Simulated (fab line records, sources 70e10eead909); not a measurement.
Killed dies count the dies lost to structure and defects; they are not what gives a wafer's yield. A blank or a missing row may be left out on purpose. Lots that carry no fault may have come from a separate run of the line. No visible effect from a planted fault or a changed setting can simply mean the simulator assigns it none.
Matching of chambers	flow nand harc	NHARC_A_STAIRCASE_DESCUM_312 on rie diel-01 has 4 sister chambers
The step chemistry O2, time 3 s. 4 wafers are shown with their chamber, then 9 later ones without.

## WAFERS WITH THEIR CHAMBER
wafer	chamber	showerhead plenum p Torr (Torr)
L081.5	3	1.89
L088.2	0	1.79
L090.3	1	1.89
L090.6	2	1.87

## WAFERS MISSING THEIR CHAMBER
wafer	showerhead plenum p Torr (Torr)
L093.3	1.88
L093.5	1.87
L093.6	1.89
L092.1	1.88
L092.3	1.87
L092.5	1.88
L094.2	1.88
L094.4	1.78
L094.5	1.78

## WHICH CHAMBER EACH ONE RAN IN
wafer	from the rows above	in truth
L093.3	can't be placed: 2 or 1 or 3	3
L093.5	2	2
L093.6	can't be placed: 1 or 3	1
L092.1	can't be placed: 2 or 1 or 3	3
L092.3	2	2
L092.5	can't be placed: 2 or 1 or 3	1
L094.2	can't be placed: 2 or 1 or 3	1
L094.4	0	0
L094.5	0	0
Placed correctly: 4 of 9. From these rows, 5 cannot be placed; in 5 the true chamber is one of the candidates. Number placed wrongly: 0.
How it was worked out, from the rows above alone: a wafer's distance from a chamber is the root of the sum, over the readings, of the square of ((its reading less the chamber's mean) divided by the reading's scatter). The wafer belongs to the nearest chamber; if the next one is less than 2 further off, it can't be placed. For every chamber, the mean is computed from those of its wafers that are shown. The scatter: root of mean squared gap, hidden wafer to nearest shown wafer, with one shown wafer a chamber.
